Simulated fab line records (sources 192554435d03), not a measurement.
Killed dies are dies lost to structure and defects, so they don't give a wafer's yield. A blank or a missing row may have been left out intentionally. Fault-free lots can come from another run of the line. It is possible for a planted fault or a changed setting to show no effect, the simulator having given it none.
Chamber matching | flow n5-finfet | N5_BEOL_M6_ETCH_65 on rie-diel-04 has 4 sister chambers
The step etches SiARC in CF4, target depth 15.6 nm, time 26 s. 4 wafers are shown with their chamber, then 7 later ones without.

WAFERS, EACH WITH ITS CHAMBER
wafer  | chamber | drypump-motor-current-A (A)
L076.5 | 3       | 5.4
L089.1 | 1       | 4.8
L091.3 | 2       | 5.7
L091.4 | 0       | 5.5

WAFERS WHOSE CHAMBER IS MISSING
wafer  | drypump-motor-current-A (A)
L091.6 | 4.7
L094.1 | 5.4
L094.2 | 4.8
L094.3 | 5.6
L095.2 | 5.6
L095.3 | 4.7
L095.6 | 4.7

WHICH CHAMBER EACH ONE RAN IN
wafer  | from the rows above          | in truth
L091.6 | 1                            | 1
L094.1 | can't be placed: 3 or 0      | 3
L094.2 | 1                            | 1
L094.3 | can't be placed: 0 or 2 or 3 | 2
L095.2 | can't be placed: 0 or 2 or 3 | 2
L095.3 | 1                            | 1
L095.6 | 1                            | 1
Correctly placed: 4 of 7. Can't be placed from these rows: 3 (the true chamber is among the candidates in 3). Number placed wrongly: 0.
How it was worked out, from the rows above alone: a wafer's distance from a chamber is the root of the sum, over the readings, of the square of ((its reading less the chamber's mean) divided by the reading's scatter). If the next closest chamber is less than 2 further off than the closest, the wafer can't be placed; otherwise it belongs to the closest. The mean given for a chamber averages the wafers shown for that chamber. The scatter: root of mean squared gap, hidden wafer to nearest shown wafer, with one shown wafer a chamber.
